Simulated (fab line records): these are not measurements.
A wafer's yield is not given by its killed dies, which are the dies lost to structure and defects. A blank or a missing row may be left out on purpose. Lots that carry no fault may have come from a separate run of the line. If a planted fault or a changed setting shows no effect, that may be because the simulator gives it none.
fab line records | flow n5_finfet
[record] lots = 11 wafers = 31 last_day = 17
route steps=1938 shown BEOL_M5@1193 BEOL_M6@1196 PASSIVATION@1936
lots untouched by any fault: they come from a run of this same line in which no faults occurred
start_h: start of the lot's first displayed wafer, in hours after the record's first day | wait_h: time in hours since the lot's previous step | " repeats the value in the row above | L1.1+2: several wafers, shown together as one row | - no value, or no start given | * or withheld: withheld | < > ~ a bound
route shown NAME@n: a module of which the file shows steps, and the number in the route of the first | usual: the fault-free wafers' mean and standard deviation | same: alike in all rows | chamber/n: place in a boat | sites: each site's reading | _std_site: the values' standard deviation | _edge_site: outer sites' mean less inner sites' | radius_mm: how far each site lies from the wafer's centre | mask NAME#n: copy n | behind: the last tool/chamber to shape the wafer | hold: what put the lot on hold/how long, in hours/how the hold closed | device: names the non-switching transistor (n, p or np) | end of line: tests run on the same wafers once the route is complete | a step given without rows: its recipe and nothing more | killed: not the wafer's yield, but the dies lost to structure and defects at the first sort | map: a wafer's dies, x killed, . not, _ none there
set.NAME: the setting as run; set.NAME@STEP: as run at that earlier step | model.NAME: the simulator's own value behind a step, which no gauge read
one table for each step of the route and one row for each wafer, over a sample of lots
services: the hour from which a tool's chamber was out of use, counted from the record's first day as start_h (under 0 if before that day), plus the number of hours and why
[[steps]]
[step N5_BEOL_M5_INSPECT_58]
[recipe] inspect_instrument = darkfield mode = post_dep
[usual] raw_defect_count = 73/24
// columns lot.wafer tool chamber start_h wait_h raw_defect_count
L384.3 defect_inspect-01 - 173.40 0.0 71
L384.4 " - " " 64
L384.6 " - " " 91
L385.2 defect_inspect-01 - 176.88 0.0 65
L385.4 " - " " 62
L385.5 " - " " 65
L387.2 defect_inspect-01 - 196.22 0.0 83
L387.4 " - " " 90
L387.6 " - " " 99
L394.4 defect_inspect-01 - 263.39 0.0 45
L394.5 " - " " 69
L394.6 " - " " 69
L393.1 defect_inspect-02 - 264.17 0.0 83
L393.2 " - " " 83
L393.4 " - " " 112
L396.3 defect_inspect-01 - 270.73 0.0 67
L396.5 " - " " 49
L396.6 " - " " 101
L399.1 defect_inspect-01 - 281.66 0.0 78
L399.6 " - " " 54
L400.1 defect_inspect-01 - 290.40 0.0 82
L400.3 " - " " 48
L400.5 " - " " 59
L401.2 defect_inspect-02 - 292.17 0.0 51
L401.4 " - " " 68
L401.5 " - " " 47
L403.1 defect_inspect-01 - 305.99 0.0 126
L403.2 " - " " 91
L405.2 defect_inspect-01 - 321.93 0.0 40
L405.3 " - " " 41
L405.5 " - " " 28
[step N5_BEOL_M6_THK_MEAS_01]
[recipe] reads = SiCOH_lowk_of_BEOL_M6_ILD_DEP_00
[usual] M6_ILD_THK = 155.0/2.2
// columns lot.wafer tool chamber start_h wait_h M6_ILD_THK[nm]
L384.3 film_metro-02 - 174.02 0.3 156.1
L384.4 " - " " 155.0
L384.6 " - " " 156.8
L385.2 film_metro-01 - 177.50 0.4 151.1
L385.4 " - " " 152.6
L385.5 " - " " 152.4
L387.2 film_metro-02 - 196.86 0.4 153.0
L387.4 " - " " 155.0
L387.6 " - " " 153.6
L394.4 film_metro-01 - 264.01 0.2 154.8
L394.5 " - " " 158.1
L394.6 " - " " 157.8
L393.1 film_metro-01 - 264.78 0.4 154.8
L393.2 " - " " 156.1
L393.4 " - " " 158.2
L396.3 film_metro-02 - 271.34 0.3 153.5
L396.5 " - " " 156.2
L396.6 " - " " 156.4
L399.1 film_metro-01 - 282.27 0.4 157.0
L399.6 " - " " 158.8
L400.1 film_metro-01 - 291.01 0.4 154.3
L400.3 " - " " 156.6
L400.5 " - " " 157.4
L401.2 film_metro-01 - 292.79 0.4 157.4
L401.4 " - " " 155.8
L401.5 " - " " 155.4
L403.1 film_metro-02 - 306.75 0.4 153.3
L403.2 " - " " 153.9
L405.2 film_metro-01 - 322.57 0.4 150.4
L405.3 " - " " 154.4
L405.5 " - " " 151.5
[step N5_BEOL_M6_PECVD_70]
[recipe] material = SiO2 target_thk_a = 200 temp_c = 400 precursor = TEOS/O2 pressure_torr = 5.5 rf_w = 450 teos_flow_sccm = 53.8 gas = O2 flow_sccm = 3000 time_s = 22.7
[usual] heater_power_w = 715/74 showerhead_plenum_p_Torr = 8.74/0.072 throttle_valve_pct = 21.9/1
// columns lot.wafer tool chamber start_h wait_h heater_power_w showerhead_plenum_p_Torr throttle_valve_pct
L384.3 pecvd-01 2 174.05 0.0 665 8.78 21.8
L384.4 " 1 " " 715 8.65 23.7
L384.6 " 0 " " 710 8.77 21.2
L385.2 pecvd-02 1 177.53 0.0 747 8.81 22.6
L385.4 " 2 " " 819 8.85 20.6
L385.5 " 0 " " 805 8.77 22.8
L387.2 pecvd-03 0 196.90 0.0 698 8.67 22.3
L387.4 " 0 " " 719 8.66 22.4
L387.6 " 1 " " 761 8.66 22.1
L394.4 pecvd-03 2 264.06 0.1 590 8.85 20.5
L394.5 " 0 " " 731 8.66 22.6
L394.6 " 1 " " 816 8.67 22.1
L393.1 pecvd-03 1 264.82 0.0 747 8.67 22.2
L393.2 " 2 " " 608 8.82 20.3
L393.4 " 2 " " 587 8.83 20.6
L396.3 pecvd-01 1 271.38 0.0 682 8.63 23.8
L396.5 " 0 " " 608 8.76 21.4
L396.6 " 2 " " 716 8.77 20.6
L399.1 pecvd-02 2 282.31 0.0 840 8.84 21.3
L399.6 " 0 " " 800 8.76 22.9
L400.1 pecvd-01 2 291.05 0.0 676 8.79 20.3
L400.3 " 1 " " 625 8.64 23.7
L400.5 " 2 " " 666 8.75 20.6
L401.2 pecvd-01 1 292.82 0.0 636 8.66 23.6
L401.4 " 1 " " 622 8.65 23.4
L401.5 " 0 " " 676 8.77 21.4
L403.1 pecvd-01 1 306.79 0.0 718 8.63 23.6
L403.2 " 2 " " 646 8.78 20.6
L405.2 pecvd-02 2 322.61 0.0 866 8.85 21.3
L405.3 " 1 " " 771 8.80 22.5
L405.5 " 1 " " 788 8.85 22.2
[step N5_BEOL_M6_INSPECT_13]
[recipe] mode = adi inspect_instrument = brightfield
[usual] raw_defect_count = 414/94
// columns lot.wafer tool chamber start_h wait_h raw_defect_count
L384.3 defect_inspect-01 - 175.17 0.0 554
L384.4 " - " " 259
L384.6 " - " " 386
L385.2 defect_inspect-01 - 178.44 0.0 422
L385.4 " - " " 523
L385.5 " - " " 645
L387.2 defect_inspect-01 - 197.38 0.0 410
L387.4 " - " " 361
L387.6 " - " " 487
L394.4 defect_inspect-01 - 265.53 0.0 353
L394.5 " - " " 478
L394.6 " - " " 1125
L393.1 defect_inspect-02 - 265.72 0.0 1258
L393.2 " - " " 518
L393.4 " - " " 517
L396.3 defect_inspect-02 - 273.03 0.0 384
L396.5 " - " " 373
L396.6 " - " " 509
L399.1 defect_inspect-01 - 283.48 0.0 329
L399.6 " - " " 305
L400.1 defect_inspect-02 - 291.54 0.0 405
L400.3 " - " " 399
L400.5 " - " " 409
L401.2 defect_inspect-02 - 294.16 0.0 350
L401.4 " - " " 438
L401.5 " - " " 378
L403.1 defect_inspect-01 - 310.82 0.0 550
L403.2 " - " " 370
L405.2 defect_inspect-02 - 323.24 0.0 500
L405.3 " - " " 620
L405.5 " - " " 423
[step N5_BEOL_M6_DESCUM_16]
[recipe] chemistry = O2 time_s = 7.9 source_power_w = 50 bias_power_w = 20 pressure_mtorr = 20 rf_frequency_hz = 2.712e+07 temp_c = 40 resist = CAR-ArF o2_flow_sccm = 225
[usual] drypump_motor_current_A = 5.8/0.31 oes_product_au = 0.81/0.082 rf_vpp_V = 243.1/1.3 showerhead_plenum_p_Torr = 2.09/0.077 temp_c = 40.02/0.11 throttle_valve_pct = 20.40/0.3
// columns lot.wafer tool chamber start_h wait_h drypump_motor_current_A oes_product_au rf_hours_counter_h rf_vpp_V showerhead_plenum_p_Torr temp_c throttle_valve_pct
L384.3 rie_diel-05 3 175.21 0.0 5.8 0.78 171 243.2 2.12 40.06 20.83
L384.4 " 2 " " 6.2 0.91 27 243.1 2.14 40.14 20.19
L384.6 " 3 " " 5.9 0.78 - 243.7 2.12 40.19 20.86
L385.2 rie_diel-05 2 178.47 0.0 6.1 0.90 28 243.6 2.14 39.97 20.20
L385.4 " 1 " " 5.3 0.79 98 245.8 2.21 39.95 20.27
L385.5 " 0 " " 5.6 0.69 - 243.3 2.08 39.92 20.37
L387.2 rie_diel-03 2 197.58 0.2 6.2 0.81 76 244.0 2.21 40.21 20.94
L387.4 " 3 " " 5.3 0.81 73 243.3 2.10 39.94 20.08
L387.6 " 0 " " 5.7 0.95 - 243.5 2.16 40.00 20.38
L394.4 rie_diel-03 1 265.56 0.0 6.0 0.87 54 242.0 2.01 40.11 20.37
L394.5 " 0 " " 5.7 0.91 - 244.3 2.16 40.11 20.39
L394.6 " 3 " " 5.3 0.78 - 244.1 2.09 40.10 20.12
L393.1 rie_diel-05 2 265.76 0.0 6.2 0.86 55 244.4 2.13 40.07 20.23
L393.2 " 0 " " 5.6 0.98 1 242.8 2.07 39.97 20.00
L393.4 " 1 " " 5.3 0.77 127 243.4 2.20 40.12 20.32
L396.3 rie_diel-03 0 273.56 0.5 5.7 0.90 35 244.3 2.16 40.00 20.39
L396.5 " 2 " " 6.2 0.77 - 244.2 2.21 39.94 20.97
L396.6 " 1 " " 5.9 0.87 - 243.5 2.01 39.93 20.39
L399.1 rie_diel-04 3 283.51 0.0 6.1 0.85 68 240.9 2.02 39.98 20.34
L399.6 " 2 " " 5.8 0.85 - 241.1 2.03 40.02 20.05
L400.1 rie_diel-05 3 291.57 0.0 5.8 0.76 210 242.3 2.10 39.81 20.91
L400.3 " 2 " " 6.2 0.86 61 243.6 2.13 39.98 20.25
L400.5 " 0 " " 5.6 0.96 - 242.6 2.07 40.03 20.01
L401.2 rie_diel-03 1 294.19 0.0 6.0 0.86 62 242.1 2.01 40.18 20.38
L401.4 " 3 " " 5.3 0.78 101 243.6 2.09 39.95 20.13
L401.5 " 2 " " 6.2 0.77 - 244.8 2.20 39.98 20.97
L403.1 rie_diel-03 2 311.13 0.3 6.1 0.77 112 245.6 2.20 40.03 20.97
L403.2 " 0 " " 5.7 0.88 44 243.1 2.15 39.90 20.41
L405.2 rie_diel-04 2 323.42 0.2 5.8 0.81 70 242.1 2.02 40.00 20.06
L405.3 " 1 " " 6.0 0.66 232 241.3 1.98 39.81 20.21
L405.5 " 1 " " 6.0 0.66 - 240.8 1.98 39.79 20.22
[step N5_PASSIVATION_PROBE_49]
[usual] defect_limited_yield = 91.2/1.4 killed_at_M0_to_M3 = 33/9.5 killed_at_M4_up = 13/4.7 killed_at_contacts = 11/5.3 killed_at_front_end = 42/12 killed_at_other = 5/3.3 killed_dies = 104/17 killed_open = 67/12 killed_short = 33/7.7 sort_bin_5_function = 5.1/0.94 sort_bin_6_memory = 3.3/0.67 sort_bin_8_speed = 0.1/1.3 sort_n_pass = 1074/24 sort_yield_pct = 91.1/2
[same] gross_dies = 1180 killed_at_back_side = 0 sort_bin_4_leakage[%] = 0
// columns lot.wafer tool chamber start_h wait_h defect_limited_yield[%] killed_at_M0_to_M3 killed_at_M4_up killed_at_contacts killed_at_front_end killed_at_other killed_dies killed_open killed_short sort_bin_5_function[%] sort_bin_6_memory[%] sort_bin_8_speed[%] sort_n_pass sort_yield_pct[%]
L394.4 prober-02 - 357.10 0.2 88.7 58 16 9 48 2 133 87 42 6.3 4.7 0 1047 88.7
L394.5 prober-02 - 357.15 0.2 90.3 46 15 19 25 9 114 67 41 5.8 3.4 0 1066 90.3
L394.6 prober-02 - 357.20 0.3 80.4 37 131 12 50 1 231 72 33 11.4 5.5 0 949 80.4
L393.1 prober-01 - 371.56 0.0 80.3 24 152 9 45 2 232 56 32 12.1 5.2 0 948 80.3
L393.2 prober-01 - 371.61 0.1 90.0 39 17 5 52 5 118 72 38 6.4 2.8 0 1062 90.0
L393.4 prober-01 - 371.71 0.2 88.9 33 28 15 49 6 131 86 43 6.3 4.4 0 1049 88.9
L400.1 prober-01 - 391.96 0.0 89.8 48 18 9 41 4 120 72 48 5.5 4.3 0 1060 89.8
L400.3 prober-01 - 392.06 0.1 92.3 20 7 17 40 7 91 56 34 4.7 2.7 0 1089 92.3
L400.5 prober-01 - 392.16 0.2 90.3 32 14 13 47 8 114 75 35 5.7 3.2 0 1066 90.3
// killed by level:class
L394.4 STI_FIN_REVEAL:geometric_particle:open=17 BEOL_M0_SAQP:geometric_particle:open=16 BEOL_M0_SAQP:geometric_particle:short=13 FIN_SAQP:geometric_particle:open=7 BEOL_M4:geometric_particle:open=7 MOL_CONTACT_COAG:geometric_particle:open=7 STI_FIN_REVEAL:geometric_particle:short=7 STARTING-WAFER:geometric_particle:open=7
L394.5 MOL_CONTACT_COAG:geometric_particle:open=13 BEOL_M3:geometric_particle:short=11 STI_FIN_REVEAL:geometric_particle:open=10 BEOL_M0_SAQP:geometric_particle:open=10 BEOL_M0_SAQP:geometric_particle:short=8 BEOL_M1:geometric_particle:open=8 MOL_CONTACT_COAG:geometric_particle:short=6 PASS1_DEP:geometric_particle:open=5
L394.6 BEOL_M6:unspecified=123 STI_FIN_REVEAL:geometric_particle:open=20 FIN_SAQP:geometric_particle:open=10 MOL_CONTACT_COAG:geometric_particle:open=9 BEOL_M0_SAQP:geometric_particle:short=7 BEOL_M2:geometric_particle:open=6 BEOL_M0_SAQP:geometric_particle:open=5 BEOL_M3:geometric_particle:open=5
L393.1 BEOL_M6:unspecified=142 FIN_SAQP:geometric_particle:open=15 BEOL_M0_SAQP:geometric_particle:short=9 FIN_SAQP:geometric_particle:short=8 MOL_CONTACT_COAG:geometric_particle:open=8 DUMMY_GATE:geometric_particle:open=6 BEOL_M3:geometric_particle:open=6 BEOL_M4:geometric_particle:open=4
L393.2 FIN_SAQP:geometric_particle:open=13 BEOL_M0_SAQP:geometric_particle:open=12 FIN_SAQP:geometric_particle:short=11 BEOL_M0_SAQP:geometric_particle:short=10 BEOL_M3:geometric_particle:open=8 BEOL_M4:geometric_particle:open=6 HKMG_FIN:area_etch=6 STI_FIN_REVEAL:geometric_particle:open=5
L393.4 FIN_SAQP:geometric_particle:open=15 MOL_CONTACT_COAG:geometric_particle:open=13 BEOL_M4:geometric_particle:open=12 FIN_SAQP:geometric_particle:short=10 BEOL_M5:geometric_particle:open=8 BEOL_M0_SAQP:geometric_particle:short=8 STI_FIN_REVEAL:geometric_particle:open=7 BEOL_M0_SAQP:geometric_particle:open=7
L400.1 FIN_SAQP:geometric_particle:open=12 BEOL_M0_SAQP:geometric_particle:short=12 BEOL_M4:geometric_particle:open=9 BEOL_M0_SAQP:geometric_particle:open=9 BEOL_M1:geometric_particle:open=9 MOL_CONTACT_COAG:geometric_particle:open=8 BEOL_M3:geometric_particle:open=8 FIN_SAQP:geometric_particle:short=7
L400.3 MOL_CONTACT_COAG:geometric_particle:open=14 FIN_SAQP:geometric_particle:open=9 STI_FIN_REVEAL:geometric_particle:open=6 BEOL_M0_SAQP:geometric_particle:short=6 DUMMY_GATE:geometric_particle:open=5 FIN_SAQP:geometric_particle:short=4 BEOL_M0_SAQP:geometric_particle:open=4 STARTING-WAFER:geometric_particle:short=4
L400.5 FIN_SAQP:geometric_particle:open=15 MOL_CONTACT_COAG:geometric_particle:open=12 FIN_SAQP:geometric_particle:short=9 STI_FIN_REVEAL:geometric_particle:open=9 BEOL_M3:geometric_particle:open=9 BEOL_M1:geometric_particle:open=6 GATE_CUT:geometric_particle:short=5 BEOL_M3:geometric_particle:short=4
[[services]]
// columns tool chamber start_h hours kind
pecvd-01 0 166.85 2.1 scheduled_down
pecvd-02 2 185.99 5.5 scheduled_down
pecvd-01 1 190.04 5.0 scheduled_down
rie_diel-03 3 191.96 1.7 repair
pecvd-02 2 196.13 23.6 repair
pecvd-01 2 202.38 - clean
pecvd-01 2 202.38 - consumable_replace:showerhead
pecvd-01 2 202.38 29.0 scheduled_down
pecvd-01 2 202.38 29.0 vent_cycle
rie_diel-03 0 210.20 8.6 repair
rie_diel-03 1 224.57 8.3 repair
rie_diel-05 0 244.10 - clean
rie_diel-05 0 244.10 - consumable_replace:focus_ring
rie_diel-05 0 244.10 14.7 scheduled_down
rie_diel-05 0 244.10 14.7 vent_cycle
pecvd-02 2 250.05 17.9 repair
rie_diel-04 1 254.81 4.4 repair
pecvd-03 - 258.91 2.8 pm
pecvd-02 0 271.09 5.5 scheduled_down
pecvd-01 - 278.28 2.8 pm
pecvd-03 - 284.92 28.1 pm
pecvd-01 0 305.84 5.5 scheduled_down
pecvd-03 2 320.47 5.5 scheduled_down
[[key]]
[first_sign] step = N5_BEOL_M6_INSPECT_13 reading = raw_defect_count direction = up sigmas = 8.3 usual = 414 struck = 1192
[effect] step = N5_PASSIVATION_PROBE_49 reading = killed_at_M4_up direction = up sigmas = 28 usual = 13 struck = 142
[more_kills_born_at] N5_BEOL_M6_PECVD_70@pecvd-03 = 265
met_at N5_BEOL_M6_PECVD_70
struck_lots L393,L394
struck_wafers L393.1,L394.6
not_acting_at N5_BEOL_M5_INSPECT_58,N5_BEOL_M6_THK_MEAS_01,N5_BEOL_M6_DESCUM_16
onset_between 196.90 264.06
[fault] kind = chamber_particle_source tool = pecvd-03 chamber = 1 onset_h = 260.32 steps = N5_BEOL_M6_PECVD_70 rate_per_visit_cm2 = 1.0729 end_h = 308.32
